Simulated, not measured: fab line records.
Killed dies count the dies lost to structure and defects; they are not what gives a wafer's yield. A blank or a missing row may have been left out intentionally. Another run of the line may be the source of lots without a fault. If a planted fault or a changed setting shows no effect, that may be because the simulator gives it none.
Matching of chambers | flow n5 finfet | N5_GATE_CUT_SAC_CAP_01 on ald sin-02 has 4 sister chambers
The step material SiNx, target thk 24 nm, pulse time 1 s, ald cycles 480. 7 wafers are shown with their chamber, then 9 later ones without.

WAFERS WITH THEIR CHAMBER
wafer  | chamber | heater power w (W) | precursor pulse height rel
L075.2 | 0       | 900                | 1.005
L080.1 | 2       | 877                | 0.978
L080.3 | 3       | 771                | 1.033
L080.5 | 1       | 794                | 0.999
L086.1 | 2       | 875                | 1.018
L086.2 | 3       | 777                | 0.996
L086.3 | 1       | 838                | 0.972

WAFERS WITHOUT THEIR CHAMBER
wafer  | heater power w (W) | precursor pulse height rel
L086.4 | 893                | 1.031
L086.5 | 903                | 0.982
L086.6 | 835                | 1.018
L092.4 | 800                | 0.988
L092.5 | 828                | 1.020
L092.6 | 910                | 1.027
L094.1 | 876                | 0.996
L094.4 | 845                | 1.029
L094.5 | 834                | 0.976

WHICH CHAMBER EACH WENT THROUGH
wafer  | from the rows above               | in truth
L086.4 | can't be placed: 0 or 2           | 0
L086.5 | can't be placed: 0 or 2           | 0
L086.6 | can't be placed: 1 or 2 or 3 or 0 | 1
L092.4 | can't be placed: 1 or 3           | 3
L092.5 | can't be placed: 1 or 2 or 3      | 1
L092.6 | can't be placed: 0 or 2           | 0
L094.1 | can't be placed: 2 or 0           | 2
L094.4 | can't be placed: 2 or 1 or 0 or 3 | 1
L094.5 | can't be placed: 1 or 2           | 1
Correct placement for 0 of the 9. Unplaceable from these rows: 9, with the true chamber sitting among the candidates in 9. Placed wrongly: 0.
How it was worked out, from the rows above alone: a wafer's distance from a chamber is the root of the sum, over the readings, of the square of ((its reading less the chamber's mean) divided by the reading's scatter). If the next closest chamber is less than 2 further off than the closest, the wafer can't be placed; otherwise it belongs to the closest. A chamber's mean is the mean of its shown wafers. The scatter is the square root of a quotient: the sum, over the shown wafers, of each reading's squared deviation from its chamber's mean, divided by wafers minus chambers.
